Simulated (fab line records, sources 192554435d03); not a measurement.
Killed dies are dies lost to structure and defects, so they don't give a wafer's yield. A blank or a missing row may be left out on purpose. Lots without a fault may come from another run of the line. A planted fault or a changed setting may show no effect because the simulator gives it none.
A struck lot beside a sound one | flow n5_finfet | 39 steps out of a route of 1938
Sound: wafers L309.1, L309.3, L309.6. Struck: wafer L320.4. (L320.3 of the same lot was not struck and is left out.) The cause comes at the end.
At each step with rows: each side's tool, then ch and its chambers, then its first start. Under that, the readings that differ: sound wafers | struck wafers | difference of the means | sigmas: that difference in standard deviations of wafers without a fault.
alike: readings whose means differ by less than 2 such deviations, and words and numbers that are the same on both sides. not compared: withheld readings, readings that some wafer has no value for, bounds like >300 that may hide the same value, and numbers for which the record gives no deviation and whose values overlap.
The two part at a step that has a row with sigmas, a row that says differs or no value, or rows on one side only. Numbers that don't overlap but have no deviation are shown without sigmas and don't part them. A reading that every wafer of one side lacks parts them only if that side has two wafers or more.

first, 9 steps without rows for these wafers: N5_FIN_CUT_COAT_02 (resist thk 30 nm); N5_FIN_CUT_EBR_04; N5_FIN_CUT_SOFTBAKE_03 (time 60 s); N5_FIN_CUT_EXPOSE_05 (exposes mask FIN CUT); N5_FIN_CUT_PEB_06 (peb time 60 s); N5_FIN_CUT_DEVELOP_07 (develop time 30 s); N5_FIN_CUT_DESCUM_13 (chemistry O2, time 7 s); N5_FIN_CUT_ETCH_30 (etches underlayer in N2/H2, target depth 13 nm, time 10.4 s); N5_FIN_CUT_ETCH_20 (etches SiARC in CF4, target depth 26 nm, time 43.3 s).
N5_FIN_CUT_ETCH_21: etches SOC in N2/H2, target depth 219 nm, overetch 43.8 nm, time 523.5 s.
  sound on rie_diel-04 ch 0,2, day 4 05:34; struck on rie_diel-04 ch 3, day 6 16:26
  reading                                    | sound             | struck | difference | sigmas
  run_length_s (s)                           | 546.9 547.3 546.9 | 503.8  | -43.2      | -99 or more
  model.SiARC_of_FIN_CUT_COAT_19.thk_nm (nm) | 12 12.2 12.2      | 12.8   | +0.7       |
  alike: drypump_motor_current_A, n2_flow_sccm, oes_product_au, rf_vpp_V, showerhead_plenum_p_Torr, throttle_valve_pct
  not compared: rf_hours_counter_h
then, 27 steps without rows for these wafers: N5_FIN_CUT_STRIP_23 (strips in N2/H2); N5_FIN_CUT_STRIP_31 (strips in N2/H2); N5_FIN_CUT_STRIP_24 (strips in CF4); N5_FIN_CUT_CUT_ETCH_26 (etches SiNx in CH3F/O2, target depth 39 nm, time 55.7 s); N5_FIN_CUT_CUT_ETCH_27 (etches SiO2 in CHF3/O2, target depth 4 nm, overetch 2 nm, time 4.9 s); N5_FIN_CUT_PRECLEAN_35 (cleans in vHF, time 13.3 s); N5_FIN_CUT_CUT_ETCH_15 (etches Si in HBr/Cl2/O2, target depth 100 nm, bt time 10 s, time 42.4 s); N5_FIN_CUT_CUT_ETCH_28 (etches Si in HBr/Cl2/O2, target depth 6 nm, time 2.4 s); N5_FIN_CUT_STRIP_22 (strips in N2/H2); N5_FIN_CUT_PRECLEAN_36 (cleans in O3/DIW, time 60 s); N5_FIN_CUT_SRD_32 (time 30 s); N5_FIN_CUT_UV_OZONE_34 (time 120 s); N5_STI_FIN_REVEAL_ALD_00 (deposits SiO2, target thk 1 nm, pulse time 1 s); N5_STI_FIN_REVEAL_ALD_14 (deposits Si3N4, target thk 3 nm); N5_STI_FIN_REVEAL_FCVD_FILL_01 (material SiO2 flowable, target thk 312 nm, time 512.2 s); N5_STI_FIN_REVEAL_DENSIFY_02 (time 1800 s); N5_STI_FIN_REVEAL_CMP_04 (polishes, stops on Si3N4, t overpolish 4 s, target thk 131.83 nm); N5_STI_FIN_REVEAL_DENSIFY_30; N5_STI_FIN_REVEAL_ETCHBACK_08 (etches SiO2 in C4F6/O2, target depth 30.5 nm, time 10.167 s); N5_STI_FIN_REVEAL_STRIP_24 (strips in N2/H2, time 90 s); N5_STI_FIN_REVEAL_PRECLEAN_25 (cleans in SPM, time 90 s); N5_STI_FIN_REVEAL_PRECLEAN_26 (cleans in SC1, time 45 s); N5_STI_FIN_REVEAL_PRECLEAN_29 (cleans in DHF, time 30 s); N5_STI_FIN_REVEAL_SRD_12 (time 30 s); N5_STI_FIN_REVEAL_RECESS_09 (chemistry HF/NH3, target SiO2, afs cycles 11, target depth 42.5 nm, sublimation time 60 s); N5_STI_FIN_REVEAL_STRIP_16 (strips SiNx in H3PO4, target depth 23.8 nm); N5_STI_FIN_REVEAL_PRECLEAN_17 (cleans in NF3:NH3, afs cycles 1, time 20 s, sublimation time 60 s).
-- the record jumps here: 6 days lie between the struck wafers' starts before and after (it left off in module STI_FIN_REVEAL and takes up again in module BEOL_M4, whose first step shown is number 1111 of the route) --
N5_BEOL_M4_RC_MEAS_101:
  sound on prober-01 ch 0, day 10 10:50; struck on prober-01 ch 0, day 12 19:54
  reading       | sound          | struck | difference | sigmas
  DIBL_N (mV/V) | 35.7 40.9 33.8 | 32.3   | -4.5       | -2
  VT_N (mV)     | 248 244 252    | 256    | +8         | +2
  alike: DIBL_P, IOFF_N, IOFF_P, ION_N, ION_P, SS_N, SS_P, VT_P
-- the record jumps here: 4 days lie between the struck wafers' starts before and after (it left off in module BEOL_M4 and takes up again in module PASSIVATION, whose first step shown is number 1936 of the route) --
N5_PASSIVATION_PROBE_49:
  the record has rows for the struck wafers here (prober-01, day 17 07:36) and none for the sound ones

WHERE THEY PART
First at N5_FIN_CUT_ETCH_21; last, within this record, at N5_PASSIVATION_PROBE_49.

WHY: what the simulator had put in
Process parameter drift: rie_diel-04, from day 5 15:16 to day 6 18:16, at N5_FIN_CUT_ETCH_21. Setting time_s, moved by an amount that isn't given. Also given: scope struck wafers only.
